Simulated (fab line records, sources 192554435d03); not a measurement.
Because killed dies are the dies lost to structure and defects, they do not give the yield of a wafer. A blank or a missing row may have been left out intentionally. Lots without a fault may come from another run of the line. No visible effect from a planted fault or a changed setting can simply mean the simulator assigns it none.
fab line records	flow n5Finfet
record lots=7	wafers=19	lastDay=16
route steps=1938 shown PASSIVATION@1903
lots untouched by any fault: they come from a run of this same line in which no faults occurred
startH: hours from the record's opening day to when the first of the lot's shown wafers began	waitH: hours since the lot's step before	" same as the row above	L1.1+2: a single row standing in for several wafers	- value missing, or start not given	* or withheld: withheld	< > ~ a bound
route shown NAME@n: a module of which the file shows steps, and the number in the route of the first	usual: mean/standard deviation of fault-free wafers	same: alike in all rows	chamber/n: place in a boat	sites: the reading at each site	_std_site: the values' standard deviation	_edge_site: mean of outer sites minus mean of inner sites	radiusMm: for every site, how far away it sits from the centre of the wafer	mask NAME#n: copy n	behind: tool/chamber where the wafer was last shaped	hold: reason for holding the lot/hours on hold/outcome of the hold	device: the transistor (n, p or np) that didn't switch	end of line: tests of these same wafers at the route's end	where a step has no rows: the recipe by itself	killed: dies that structure and defects cost at the first sort, which is not the same as the wafer's yield	map: dies across one wafer; x = killed, . = not, _ = none there
set.NAME: the setting that was run; set.NAME@STEP: the one run at that earlier step	model.NAME: the simulator's own value behind a step, which no gauge read
lots at selected steps of the route; one table per step, one row per wafer
services: the hour from which a tool's chamber was out of use, counted from the record's first day as startH (under 0 if before that day), plus the number of hours and why
## steps
# step N5_PASSIVATION_DEVELOP_29
# recipe developTimeS=60	rinseLiquid=diw	dry=airSpin	devTempC=21
# step N5_PASSIVATION_HARDBAKE_31
# recipe tempC=130	timeS=120
# step N5_PASSIVATION_CD_MEAS_30
# recipe targetCdNm=4000	landingEnergyEv=500	detector=seInlens	polarity=opening
# usual cdNm=3999.7/1.9
lot.wafer	tool	chamber	startH	waitH	cdNm
L706.4	cdSem-01	0	293.24	-	3996.5
L706.5	"	0	"	"	3996.3
L706.6	"	0	"	"	3996.5
L707.3	cdSem-02	0	297.00	-	4002.3
L707.4	"	0	"	"	4002.5
L707.6	"	0	"	"	4003.7
L712.1	cdSem-03	0	333.74	-	3996.6
L712.2	"	0	"	"	3997.3
L715.1	cdSem-02	0	359.52	-	4001.3
L715.4	"	0	"	"	4000.2
L715.5	"	0	"	"	4000.5
L716.2	cdSem-02	0	370.69	-	3998.7
L716.4	"	0	"	"	3998.9
L720.2	cdSem-03	0	380.22	-	4001.1
L720.3	"	0	"	"	3998.8
L720.6	"	0	"	"	3997.1
L722.1	cdSem-02	0	385.28	-	3997.8
L722.3	"	0	"	"	4000.6
L722.4	"	0	"	"	3997.3
# step N5_PASSIVATION_OVL_MEAS_63
# recipe pointsPerWafer=44
# usual PAD_OVL=-5/5.5
# same pointsPerWafer=44
lot.wafer	tool	chamber	startH	waitH	PAD_OVL[nm]
L706.4	overlay-02	0	293.27	0.0	3
L706.5	"	0	"	"	-2
L706.6	"	0	"	"	-1
L707.3	overlay-02	0	297.03	0.0	-7
L707.4	"	0	"	"	-4
L707.6	"	0	"	"	-2
L712.1	overlay-02	0	333.77	0.0	-14
L712.2	"	0	"	"	-17
L715.1	overlay-01	0	359.55	0.0	9
L715.4	"	0	"	"	-2
L715.5	"	0	"	"	-1
L716.2	overlay-01	0	370.72	0.0	-3
L716.4	"	0	"	"	-2
L720.2	overlay-02	0	380.25	0.0	-9
L720.3	"	0	"	"	-11
L720.6	"	0	"	"	-8
L722.1	overlay-01	0	385.31	0.0	-2
L722.3	"	0	"	"	-5
L722.4	"	0	"	"	-5
# step N5_PASSIVATION_INSPECT_64
# recipe mode=adi	inspectInstrument=macro
# usual rawDefectCount=1.8/1.5
lot.wafer	tool	chamber	startH	waitH	rawDefectCount
L706.4	defectInspect-01	-	293.29	0.0	9
L706.5	"	-	"	"	4
L706.6	"	-	"	"	3
L707.3	defectInspect-01	-	297.05	0.0	3
L707.4	"	-	"	"	3
L707.6	"	-	"	"	1
L712.1	defectInspect-01	-	333.79	0.0	3
L712.2	"	-	"	"	2
L715.1	defectInspect-02	-	359.58	0.0	2
L715.4	"	-	"	"	1
L715.5	"	-	"	"	0
L716.2	defectInspect-02	-	370.75	0.0	1
L716.4	"	-	"	"	4
L720.2	defectInspect-02	-	380.27	0.0	1
L720.3	"	-	"	"	0
L720.6	"	-	"	"	0
L722.1	defectInspect-01	-	385.33	0.0	1
L722.3	"	-	"	"	1
L722.4	"	-	"	"	2
# step N5_PASSIVATION_DESCUM_32
# recipe chemistry=O2	timeS=7.9	sourcePowerW=50	biasPowerW=20	pressureMtorr=20	rfFrequencyHz=2.712e+07	tempC=40	o2FlowSccm=225
# usual biasPowerW=20.00/0.065	drypumpMotorCurrentA=5.9/0.37	oesProductAu=0.83/0.063	rfVppV=243.3/1.2	showerheadPlenumPTorr=2.10/0.062	throttleValvePct=20.46/0.21
lot.wafer	tool	chamber	startH	waitH	biasPowerW	drypumpMotorCurrentA	oesProductAu	rfHoursCounterH	rfVppV	showerheadPlenumPTorr	throttleValvePct
L706.4	rieDiel-01	0	293.69	0.4	19.88	6.0	0.82	90	244.7	2.21	20.44
L706.5	"	3	"	"	19.93	5.3	0.83	-	244.4	2.23	20.71
L706.6	"	0	"	"	20.02	6.0	0.81	-	245.0	2.21	20.42
L707.3	rieDiel-06	0	297.08	0.0	19.98	6.2	0.84	67	240.5	2.04	20.67
L707.4	"	3	"	"	20.05	5.4	0.66	248	242.5	2.05	20.80
L707.6	"	0	"	"	20.00	6.2	0.83	-	243.5	2.04	20.67
L712.1	rieDiel-02	1	333.83	0.0	20.02	5.5	0.97	6	243.5	2.15	20.59
L712.2	"	2	"	"	19.97	6.2	0.82	100	242.5	2.11	20.19
L715.1	rieDiel-01	3	359.61	0.0	20.01	5.3	0.80	94	244.9	2.22	20.75
L715.4	"	1	"	"	20.09	6.1	0.83	64	241.3	2.05	20.39
L715.5	"	3	"	"	19.96	5.3	0.81	-	245.6	2.22	20.75
L716.2	rieDiel-02	3	370.99	0.2	19.92	5.5	0.79	83	243.8	2.14	20.25
L716.4	"	2	"	"	19.99	6.2	0.81	114	243.1	2.11	20.19
L720.2	rieDiel-06	1	380.38	0.1	20.01	6.6	0.82	89	244.6	2.13	20.79
L720.3	"	2	"	"	20.01	5.7	0.79	115	243.0	2.01	20.36
L720.6	"	2	"	"	19.93	5.7	0.78	-	241.4	2.01	20.37
L722.1	rieDiel-02	1	385.53	0.2	20.05	5.5	0.93	25	243.7	2.14	20.64
L722.3	"	3	"	"	19.96	5.5	0.79	87	243.6	2.14	20.25
L722.4	"	2	"	"	19.99	6.2	0.80	119	243.7	2.11	20.22
# step N5_PASSIVATION_AL_ETCH_33
# recipe chemistry=Cl2/BCl3	targetDepthA=28000	overEtchFrac=0.15	Cl2_flow_sccm=180	bcl3FlowSccm=60	target=Al	stopOn=TaN	timeS=466.7	ionEnergyEv=100	pressureMtorr=10	icpW=900	biasW=100
# usual drypumpMotorCurrentA=5.85/0.18	oesProductAu=0.68/0.046	throttleValvePct=34.3/0.39
lot.wafer	tool	chamber	startH	waitH	drypumpMotorCurrentA	oesProductAu	rfHoursCounterH	throttleValvePct
L706.4	rieMetal-01	1	293.91	0.2	5.78	0.69	-	34.8
L706.5	"	1	"	"	5.82	0.67	-	34.8
L706.6	"	0	"	"	5.85	0.68	-	33.9
L707.3	rieMetal-03	1	297.30	0.2	6.04	0.79	-	34.8
L707.4	"	0	"	"	6.01	0.65	-	33.9
L707.6	"	0	"	"	6.02	0.64	-	34.0
L712.1	rieMetal-03	1	333.91	0.1	6.07	0.77	15	34.8
L712.2	"	0	"	"	6.02	0.64	71	34.0
L715.1	rieMetal-01	1	359.70	0.1	5.85	0.68	55	34.7
L715.4	"	0	"	"	5.86	0.67	-	33.9
L715.5	"	0	"	"	5.85	0.68	-	33.9
L716.2	rieMetal-01	1	371.07	0.1	5.84	0.65	56	34.8
L716.4	"	1	"	"	5.85	0.67	-	34.8
L720.2	rieMetal-01	1	380.47	0.1	5.83	0.66	57	34.8
L720.3	"	0	"	"	5.86	0.66	-	34.0
L720.6	"	0	"	"	5.84	0.66	-	34.0
L722.1	rieMetal-03	1	385.61	0.1	6.04	0.75	21	34.8
L722.3	"	1	"	"	6.05	0.76	-	34.8
L722.4	"	0	"	"	6.03	0.64	-	34.0
# step N5_PASSIVATION_ETCH_59
# recipe chemistry=Cl2/BCl3	target=TaN	targetDepthA=650	timeS=34.9	ionEnergyEv=100	pressureMtorr=10	icpW=900	biasW=100	Cl2_flow_sccm=60	bcl3FlowSccm=30
# usual drypumpMotorCurrentA=5.85/0.19	oesProductAu=0.75/0.059	throttleValvePct=21.14/0.26
lot.wafer	tool	chamber	startH	waitH	drypumpMotorCurrentA	oesProductAu	rfHoursCounterH	throttleValvePct
L706.4	rieMetal-01	1	294.21	0.2	5.81	0.73	-	21.51
L706.5	"	1	"	"	5.80	0.75	-	21.48
L706.6	"	0	"	"	5.87	0.73	-	20.86
L707.3	rieMetal-03	1	297.60	0.2	6.06	0.89	-	21.35
L707.4	"	0	"	"	6.02	0.71	-	20.92
L707.6	"	0	"	"	6.03	0.71	-	20.93
L712.1	rieMetal-03	1	334.32	0.3	6.04	0.86	16	21.41
L712.2	"	0	"	"	6.03	0.70	71	20.96
L715.1	rieMetal-01	1	360.10	0.3	5.84	0.73	55	21.50
L715.4	"	0	"	"	5.85	0.72	-	20.87
L715.5	"	0	"	"	5.83	0.72	-	20.82
L716.2	rieMetal-01	1	371.47	0.3	5.79	0.72	57	21.50
L716.4	"	1	"	"	5.80	0.73	-	21.51
L720.2	rieMetal-01	1	380.87	0.3	5.81	0.73	58	21.49
L720.3	"	0	"	"	5.81	0.73	-	20.85
L720.6	"	0	"	"	5.82	0.72	-	20.86
L722.1	rieMetal-03	1	386.01	0.3	6.08	0.84	21	21.39
L722.3	"	1	"	"	6.05	0.86	-	21.39
L722.4	"	0	"	"	6.03	0.69	-	20.95
# step N5_PASSIVATION_STRIP_34
# recipe chemistry=O2	powerW=600	tempC=60	pressureMtorr=30	rfFrequencyHz=6e+07	biasPowerW=0	overashFraction=2	o2FlowSccm=225
# usual drypumpMotorCurrentA=5.9/0.38	oesProductAu=0.84/0.069	rfVppV=3.8/1.6	showerheadPlenumPTorr=2.09/0.057	throttleValvePct=16.69/0.21
# same biasPowerW=0
lot.wafer	tool	chamber	startH	waitH	drypumpMotorCurrentA	oesProductAu	rfHoursCounterH	rfVppV	showerheadPlenumPTorr	throttleValvePct
L706.4	rieDiel-02	0	294.30	0.1	6.0	0.82	98	2.3	2.11	16.51
L706.5	"	0	"	"	6.0	0.80	-	5.9	2.12	16.51
L706.6	"	3	"	"	5.5	0.81	-	5.5	2.15	16.38
L707.3	rieDiel-06	3	297.69	0.1	5.3	0.65	248	2.8	2.06	17.04
L707.4	"	1	"	"	6.5	0.87	57	6.7	2.14	16.89
L707.6	"	0	"	"	6.2	0.80	-	5.6	2.04	16.81
L712.1	rieDiel-06	0	334.43	0.1	6.2	0.83	81	2.3	2.04	16.85
L712.2	"	2	"	"	5.7	0.82	98	4.5	2.02	16.64
L715.1	rieDiel-06	1	360.21	0.1	6.5	0.84	81	1.3	2.14	17.00
L715.4	"	3	"	"	5.4	0.95	14	4.0	2.05	16.56
L715.5	"	2	"	"	5.7	0.80	-	2.0	2.02	16.63
L716.2	rieDiel-06	2	371.60	0.1	5.7	0.78	112	3.1	2.02	16.58
L716.4	"	3	"	"	5.4	0.96	19	5.1	2.05	16.64
L720.2	rieDiel-06	1	381.00	0.1	6.5	0.83	89	4.3	2.13	16.99
L720.3	"	2	"	"	5.7	0.77	115	3.4	2.02	16.64
L720.6	"	3	"	"	5.4	0.95	-	3.2	2.05	16.61
L722.1	rieDiel-02	2	386.13	0.1	6.2	0.80	119	6.2	2.11	16.45
L722.3	"	0	"	"	6.0	0.77	133	5.1	2.10	16.59
L722.4	"	3	"	"	5.5	0.79	87	6.8	2.14	16.47
# step N5_PASSIVATION_STRIP_51
# recipe chemistry=postEtchResidueRemover	timeS=1200	tempC=72.5
# step N5_PASSIVATION_CLEAN_69
# recipe chemistry=IPA	timeS=180	tempC=25
# step N5_PASSIVATION_SRD_70
# recipe dry=ipaMarangoni	timeS=30	tempC=23	rinseLiquid=diw
# step N5_PASSIVATION_PECVD_53
# recipe material=SiO2	targetThkA=8000	tempC=400	precursor=TEOS/O2	pressureTorr=6.5	rfW=withheld	teosFlowSccm=withheld	gas=O2	flowSccm=2650	timeS=169.4
# usual runLengthS=197.2/0.61
lot.wafer	tool	chamber	startH	waitH	runLengthS	model.SiO2_of_PASSIVATION_PECVD_53.thkNm
L706.4	pecvd-03	2	294.86	0.1	198.8	804.4
L706.5	"	1	"	"	196.6	801.8
L706.6	"	0	"	"	197.2	811.8
L707.3	pecvd-01	2	298.19	0.0	197.1	789.4
L707.4	"	1	"	"	196.4	813.6
L707.6	"	2	"	"	197.5	791.2
L712.1	pecvd-01	0	334.93	0.0	197.2	797
L712.2	"	2	"	"	149.0	566.8
L715.1	pecvd-01	0	360.71	0.0	197.1	785.4
L715.4	"	0	"	"	197.1	808.6
L715.5	"	1	"	"	147.9	572.4
L716.2	pecvd-01	2	372.10	0.0	149.3	563.8
L716.4	"	0	"	"	197.2	801.8
L720.2	pecvd-03	1	381.50	0.0	196.4	791
L720.3	"	0	"	"	198.1	793.4
L720.6	"	2	"	"	198.5	808.8
L722.1	pecvd-02	2	386.63	0.0	196.3	788
L722.3	"	0	"	"	197.0	799.4
L722.4	"	2	"	"	196.6	795.8
# step N5_PASSIVATION_PECVD_35
# recipe material=SiNx	targetThkA=7000	tempC=400	precursor=SiH4/NH3/N2	pressureTorr=4.9	rfW=1406	timeS=151.3
# usual heaterPowerW=442/130	runLengthS=195.2/0.6	showerheadPlenumPTorr=8.66/0.039	throttleValvePct=28.9/1.3
lot.wafer	tool	chamber	startH	waitH	heaterPowerW	runLengthS	showerheadPlenumPTorr	throttleValvePct
L706.4	pecvd-03	2	294.97	0.1	515	197.1	8.66	27.5
L706.5	"	1	"	"	648	194.5	8.69	28.7
L706.6	"	0	"	"	362	195.2	8.61	30.3
L707.3	pecvd-01	2	298.30	0.1	670	195.4	8.64	27.6
L707.4	"	1	"	"	544	194.3	8.59	29.9
L707.6	"	2	"	"	481	195.3	8.63	27.6
L712.1	pecvd-01	0	335.04	0.1	566	195.2	8.73	30.0
L712.2	"	2	"	"	516	195.5	8.63	27.6
L715.1	pecvd-01	0	360.83	0.1	556	195.5	8.72	30.0
L715.4	"	0	"	"	412	195.2	8.76	30.1
L715.5	"	1	"	"	601	194.6	8.60	29.7
L716.2	pecvd-01	2	372.27	0.1	643	195.2	8.63	27.6
L716.4	"	0	"	"	503	195.6	8.73	30.0
L720.2	pecvd-03	1	381.62	0.1	532	194.8	8.69	28.4
L720.3	"	0	"	"	374	195.0	8.60	30.2
L720.6	"	2	"	"	514	196.2	8.68	27.7
L722.1	pecvd-02	2	386.74	0.1	348	194.5	8.69	27.5
L722.3	"	0	"	"	322	195.1	8.62	28.8
L722.4	"	2	"	"	385	194.6	8.70	27.2
# step N5_PASSIVATION_PROBE_49
# usual defectLimitedYield=91.2/1.3	killed_at_M0_to_M3=34/10	killed_at_M4_up=13/4.6	killedAtContacts=13/5.5	killedAtFrontEnd=41/12	killedAtOther=2.8/2.4	killedDies=104/16	killedOpen=67/12	killedShort=33/7.2	sort_bin_5_function=5.1/0.86	sort_bin_6_memory=3.3/0.62	sort_bin_8_speed=0.00/0.014	sortNPass=1076/16
# same grossDies=1180	killedAtBackSide=0	sort_bin_4_leakage[%]=0
lot.wafer	tool	chamber	startH	waitH	defectLimitedYield[%]	killed_at_M0_to_M3	killed_at_M4_up	killedAtContacts	killedAtFrontEnd	killedAtOther	killedDies	killedOpen	killedShort	sort_bin_5_function[%]	sort_bin_6_memory[%]	sort_bin_8_speed[%]	sortNPass
L706.4	prober-01	-	299.02	0.2	89.9	33	12	11	61	2	119	64	47	5.6	3.8	0	1061
L706.5	prober-01	-	299.07	0.2	91.5	22	19	14	43	2	100	68	31	4.7	3.6	0	1080
L706.6	prober-01	-	299.12	0.3	90.3	21	15	8	68	2	114	71	40	5.7	3.6	0	1066
L707.3	prober-02	-	301.96	0.1	91.3	36	10	12	38	7	103	69	31	5.5	3.0	0	1077
L707.4	prober-02	-	302.01	0.2	91.0	41	8	24	30	3	106	73	30	5.2	3.1	0	1074
L707.6	prober-02	-	302.11	0.3	90.7	38	13	14	43	2	110	70	37	5.0	4.1	0	1070
L712.1	prober-02	-	338.61	0.0	91.4	44	10	9	34	4	101	63	35	5.3	3.1	0	1079
L712.2	prober-02	-	338.66	0.1	91.1	29	17	4	52	3	105	67	31	4.7	3.3	0	1075
L715.1	prober-02	-	364.53	0.0	93.1	30	11	13	27	1	82	46	32	3.9	2.7	0	1098
L715.4	prober-02	-	364.68	0.2	92.0	32	10	8	42	2	94	62	28	5.0	2.5	0	1086
L715.5	prober-02	-	364.73	0.2	90.6	49	8	12	40	2	111	59	49	6.1	2.6	0	1069
L716.4	prober-01	-	376.16	0.2	91.3	32	12	7	46	6	103	53	42	5.0	3.1	0	1077
L720.2	prober-02	-	385.35	0.1	92.4	28	10	16	32	4	90	54	28	4.6	2.9	0	1090
L720.3	prober-02	-	385.40	0.1	92.9	32	15	8	28	1	84	51	31	4.4	2.5	0	1096
L720.6	prober-02	-	385.55	0.3	92.1	20	17	10	43	3	93	58	28	4.7	2.9	0	1087
L722.1	prober-01	-	390.43	0.0	90.3	33	4	17	61	0	115	75	32	5.3	4.1	0	1065
L722.3	prober-01	-	390.53	0.1	91.7	18	9	23	48	0	98	66	29	4.7	3.3	0	1082
L722.4	prober-01	-	390.58	0.2	90.3	27	11	21	52	3	114	79	33	5.6	3.8	0	1066
# killed by level:class
L706.4 FIN_SAQP:geometricParticle:short=18 FIN_SAQP:geometricParticle:open=8 MOL_CONTACT_COAG:geometricParticle:open=8 BEOL_M0_SAQP:geometricParticle:open=8 STI_FIN_REVEAL:geometricParticle:open=7 BEOL_M0_SAQP:geometricParticle:short=7 BEOL_M0:geometricParticle:open=7 GATE_CUT:geometricParticle:short=6
L706.5 STI_FIN_REVEAL:geometricParticle:open=13 MOL_CONTACT_COAG:geometricParticle:open=9 BEOL_M0_SAQP:geometricParticle:open=9 FIN_SAQP:geometricParticle:short=8 BEOL_M4:geometricParticle:open=8 BEOL_M3:geometricParticle:open=6 FIN_SAQP:geometricParticle:open=5 MOL_CONTACT_COAG:geometricParticle:short=5
L706.6 FIN_SAQP:geometricParticle:open=22 FIN_SAQP:geometricParticle:short=14 BEOL_M4:geometricParticle:open=8 MOL_CONTACT_COAG:geometricParticle:open=8 BEOL_M3:geometricParticle:open=7 STI_FIN_REVEAL:geometricParticle:short=6 STI_FIN_REVEAL:geometricParticle:open=5 ILD0:geometricParticle:short=4
L707.3 STI_FIN_REVEAL:geometricParticle:open=14 BEOL_M3:geometricParticle:open=10 FIN_SAQP:geometricParticle:short=9 MOL_CONTACT_COAG:geometricParticle:open=9 BEOL_M2:geometricParticle:open=8 DUMMY_GATE:geometricParticle:open=5 BEOL_M0_SAQP:geometricParticle:open=4 BEOL_M1:geometricParticle:open=4
L707.4 MOL_CONTACT_COAG:geometricParticle:open=19 BEOL_M1:geometricParticle:open=9 BEOL_M2:geometricParticle:open=8 BEOL_M3:geometricParticle:open=8 STI_FIN_REVEAL:geometricParticle:open=7 MOL_CONTACT_COAG:geometricParticle:short=5 BEOL_M0_SAQP:geometricParticle:open=5 GATE_CUT:geometricParticle:short=4
L707.6 FIN_SAQP:geometricParticle:short=13 STI_FIN_REVEAL:geometricParticle:open=10 MOL_CONTACT_COAG:geometricParticle:open=10 BEOL_M2:geometricParticle:open=10 BEOL_M3:geometricParticle:open=9 DUMMY_GATE:geometricParticle:open=8 BEOL_M0_SAQP:geometricParticle:open=6 BEOL_M3:geometricParticle:short=5
L712.1 BEOL_M1:geometricParticle:open=14 STI_FIN_REVEAL:geometricParticle:open=9 BEOL_M0_SAQP:geometricParticle:short=7 BEOL_M4:geometricParticle:open=7 STARTING-WAFER:geometricParticle:short=7 BEOL_M2:geometricParticle:open=6 BEOL_M0_SAQP:geometricParticle:open=5 MOL_CONTACT_COAG:geometricParticle:open=5
L712.2 FIN_SAQP:geometricParticle:open=8 FIN_SAQP:geometricParticle:short=8 BEOL_M0_SAQP:geometricParticle:open=8 BEOL_M1:geometricParticle:open=8 STI_FIN_REVEAL:geometricParticle:open=6 BEOL_M0_SAQP:geometricParticle:short=6 HKMG_FIN:areaEtch=5 BEOL_M5:geometricParticle:open=4
L715.1 BEOL_M3:geometricParticle:open=10 MOL_CONTACT_COAG:geometricParticle:open=8 BEOL_M0_SAQP:geometricParticle:short=8 GATE_CUT:geometricParticle:short=5 MOL_CONTACT_COAG:geometricParticle:short=5 BEOL_M1:geometricParticle:open=5 BEOL_M4:geometricParticle:open=4 STARTING-WAFER:geometricParticle:short=4
L715.4 GATE_CUT:geometricParticle:short=11 BEOL_M0_SAQP:geometricParticle:open=10 BEOL_M3:geometricParticle:open=10 GATE_CUT:geometricParticle:open=8 MOL_CONTACT_COAG:geometricParticle:open=8 BEOL_M4:geometricParticle:open=6 BEOL_M0_SAQP:geometricParticle:short=4 FIN_SAQP:geometricParticle:open=3
L715.5 BEOL_M0_SAQP:geometricParticle:short=20 BEOL_M3:geometricParticle:open=11 BEOL_M0_SAQP:geometricParticle:open=10 FIN_SAQP:geometricParticle:short=9 MOL_CONTACT_COAG:geometricParticle:open=9 GATE_CUT:geometricParticle:short=6 GATE_CUT:geometricParticle:open=6 FIN_SAQP:geometricParticle:open=5
L716.4 FIN_SAQP:geometricParticle:open=13 BEOL_M3:geometricParticle:short=9 FIN_SAQP:geometricParticle:short=8 GATE_CUT:geometricParticle:short=7 DUMMY_GATE:geometricParticle:open=5 MOL_CONTACT_COAG:geometricParticle:open=5 BEOL_M1:geometricParticle:open=5 BEOL_M2:geometricParticle:open=4
L720.2 MOL_CONTACT_COAG:geometricParticle:open=10 BEOL_M3:geometricParticle:open=8 BEOL_M2:geometricParticle:open=7 FIN_SAQP:geometricParticle:short=6 STARTING-WAFER:geometricParticle:open=6 FIN_SAQP:geometricParticle:open=5 DUMMY_GATE:geometricParticle:open=5 BEOL_M2:geometricParticle:short=4
L720.3 BEOL_M3:geometricParticle:open=13 MOL_CONTACT_COAG:geometricParticle:open=7 DUMMY_GATE:geometricParticle:open=6 FIN_SAQP:geometricParticle:short=5 STI_FIN_REVEAL:geometricParticle:open=5 BEOL_M0_SAQP:geometricParticle:open=4 BEOL_M0_SAQP:geometricParticle:short=4 BEOL_M3:geometricParticle:short=4
L720.6 FIN_SAQP:geometricParticle:short=10 FIN_SAQP:geometricParticle:open=10 BEOL_M4:geometricParticle:open=8 DUMMY_GATE:geometricParticle:open=6 MOL_CONTACT_COAG:geometricParticle:open=6 BEOL_M2:geometricParticle:open=5 STARTING-WAFER:geometricParticle:short=4 STI_FIN_REVEAL:geometricParticle:open=3
L722.1 MOL_CONTACT_COAG:geometricParticle:open=13 FIN_SAQP:geometricParticle:open=12 DUMMY_GATE:geometricParticle:open=9 BEOL_M3:geometricParticle:open=8 BEOL_M0_SAQP:geometricParticle:open=7 STI_FIN_REVEAL:geometricParticle:short=5 STI_FIN_REVEAL:geometricParticle:open=5 GATE_CUT:geometricParticle:short=5
L722.3 MOL_CONTACT_COAG:geometricParticle:open=18 DUMMY_GATE:geometricParticle:open=9 FIN_SAQP:geometricParticle:open=7 STI_FIN_REVEAL:geometricParticle:open=7 DUMMY_GATE:geometricParticle:short=7 FIN_SAQP:geometricParticle:short=6 BEOL_M0_SAQP:geometricParticle:open=5 BEOL_M0_SAQP:geometricParticle:short=5
L722.4 MOL_CONTACT_COAG:geometricParticle:open=14 FIN_SAQP:geometricParticle:open=9 STI_FIN_REVEAL:geometricParticle:open=8 FIN_SAQP:geometricParticle:short=7 GATE_CUT:geometricParticle:short=7 GATE_CUT:geometricParticle:open=6 BEOL_M0_SAQP:geometricParticle:short=6 BEOL_M3:geometricParticle:open=6
## services
tool	chamber	startH	hours	kind
rieDiel-02	1	302.20	-	clean
rieDiel-02	1	302.20	-	consumableReplace:focusRing
rieDiel-02	1	302.20	17.0	scheduledDown
rieDiel-02	1	302.20	17.0	ventCycle
rieDiel-06	3	303.32	-	clean
rieDiel-06	3	303.32	-	consumableReplace:focusRing
rieDiel-06	3	303.32	15.4	scheduledDown
rieDiel-06	3	303.32	15.4	ventCycle
rieDiel-01	2	315.73	7.1	repair
rieMetal-01	-	340.25	9.7	repair
pecvd-03	0	344.56	12.3	repair
rieDiel-02	3	350.59	13.3	repair
pecvd-02	1	357.92	2.1	scheduledDown
pecvd-01	1	365.10	21.0	repair
rieDiel-02	1	372.17	3.1	repair
pecvd-02	2	378.34	2.1	scheduledDown
pecvd-03	1	383.62	-	clean
pecvd-03	1	383.62	-	consumableReplace:showerhead
pecvd-03	1	383.62	29.0	scheduledDown
pecvd-03	1	383.62	29.0	ventCycle
## key
firstSign step=N5_PASSIVATION_PECVD_53	reading=runLengthS	direction=down	sigmas=80	usual=*	struck=*
effect none on later readings
modelEffect step=N5_PASSIVATION_PECVD_53	value=SiO2_of_PASSIVATION_PECVD_53.thkNm	without=794.9	struck=567.7
metAt N5_PASSIVATION_PECVD_53
struckWafers L712.2,L715.5,L716.2
onsetBetween 298.19 334.93
fault kind=processParameterDrift	tool=pecvd-01	chamber=-	onsetH=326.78	steps=N5_PASSIVATION_PECVD_53	channel=timeS	offset=*	shape=step	endH=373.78	scope=struckWafersOnly	actsIn=*	stated=*
